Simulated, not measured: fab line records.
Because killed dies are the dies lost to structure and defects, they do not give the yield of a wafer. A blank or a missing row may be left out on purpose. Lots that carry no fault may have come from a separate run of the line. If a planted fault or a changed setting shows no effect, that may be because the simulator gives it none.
The tool behind it: which one? | flow n5-finfet | 12 lots (36 wafers sampled), 1 step of a 1938-step route

WHAT THE GAUGES SHOWED, per wafer
N5_BEOL_M14_THK_MEAS_01.
lot  | measured     | on            | M14_ILD_THK (nm)
L075 | day 12 05:01 | film-metro-02 | 1111 1120 1128
L076 | day 12 16:28 | film-metro-01 | 1105 1102 1113
L080 | day 13 01:43 | film-metro-01 | 1098 1095 1112
L081 | day 13 16:54 | film-metro-01 | 1089 1116 1121
L082 | day 14 05:13 | film-metro-02 | 1104 1123 1124
L085 | day 15 05:17 | film-metro-01 | 1113 1140 1125
L086 | day 15 06:29 | film-metro-02 | 1126 1141 1127
L088 | day 15 13:45 | film-metro-01 | 1123 1127 1114
L090 | day 16 08:59 | film-metro-02 | 1103 1117 1113
L094 | day 16 15:28 | film-metro-01 | 1097 1129 1121
L095 | day 17 16:43 | film-metro-01 | 1091 1107 1109
L097 | day 18 02:44 | film-metro-01 | 1103 1115 1112

TOOL THAT RAN EACH LOT (tool first, then ch and the chambers of the sampled wafers, then the start)
Record: no process step prior to these readings.

THE ANSWER, worked out from the rows above alone
Rule: the lots themselves supply what counts as usual. The widest of any qualifying gaps counts: lots, ordered by their means at a reading, are off when they make up no more than a third of the lots, leave a main group of 4 or more, and stand apart from it by 3 or more times the standard deviation of that group's means. A main group is skipped when, at the precision printed for the reading in the tables above, its means are all equal. A lot without any number at a reading at which 4 lots or more have one is off too. Any other lot the step has rows for is counted as sound.
No lot is off on any of the readings shown, so nothing can be concluded from this.

WHAT HAD BEEN PUT IN BY THE SIMULATOR
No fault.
